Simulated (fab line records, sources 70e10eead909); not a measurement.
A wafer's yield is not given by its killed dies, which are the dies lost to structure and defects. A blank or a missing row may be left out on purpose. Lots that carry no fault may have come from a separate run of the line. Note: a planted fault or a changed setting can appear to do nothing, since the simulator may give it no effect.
Chamber matching	flow nandHarc	NHARC_A_WL_FILL_STRIP_29 on rieDiel-12 has 4 sister chambers
The step strips in O2, time 20 s. 14 wafers are shown with their chamber, then 6 later ones without.

## EACH WAFER AND ITS CHAMBER
wafer	chamber	drypumpMotorCurrentA (A)	rfVppV (V)	oesProductAu (a.u.)
L536.1	2	5.7	57.1	1.008
L536.3	1	5.3	57.9	1.006
L536.4	0	5.5	57.8	0.983
L537.1	0	5.5	57.6	0.995
L537.4	2	5.8	58.3	1.006
L537.5	2	5.8	57.3	1.014
L543.2	1	5.3	56.8	0.997
L543.5	3	6.2	59.7	1.003
L543.6	2	5.8	58.6	1.003
L549.4	1	5.3	56.7	0.999
L549.5	2	5.8	57.4	0.997
L548.3	0	5.5	59.8	0.991
L548.4	2	5.8	57.0	1.007
L548.5	1	5.3	57.7	1.006

SIGNATURES (means of the wafers above)
reading	chamber 0	chamber 1	chamber 2	chamber 3	scatter within a chamber
drypumpMotorCurrentA	5.500	5.300	5.783	6.200	0.0289
rfVppV	58.400	57.275	57.617	59.700	0.795
oesProductAu	0.98967	1.00200	1.00583	1.00300	0.00547
Rule: a wafer's distance from a chamber is the root of the sum, over the readings, of the square of ((its reading less the chamber's mean) divided by the reading's scatter). The wafer belongs to the nearest chamber; if the next one is less than 2 further off, it can't be placed. The scatter: the root of (the sum of the squares of (reading less its chamber's mean) over the shown wafers, divided by (wafers less chambers)).

## WAFERS WITH NO CHAMBER GIVEN
wafer	drypumpMotorCurrentA (A)	rfVppV (V)	oesProductAu (a.u.)
L553.2	6.1	59.2	1.001
L553.5	5.5	56.9	0.990
L553.6	6.2	59.5	1.007
L557.3	6.2	59.6	0.994
L557.5	5.3	57.7	1.008
L557.6	5.5	59.1	0.988

## WHICH CHAMBER EACH ONE RAN IN
wafer	from the rows above	in truth
L553.2	3	3
L553.5	0	0
L553.6	3	3
L557.3	3	3
L557.5	1	1
L557.6	0	0
Correct placement for 6 of the 6. Not placeable from these rows: 0. Placed wrongly: 0.
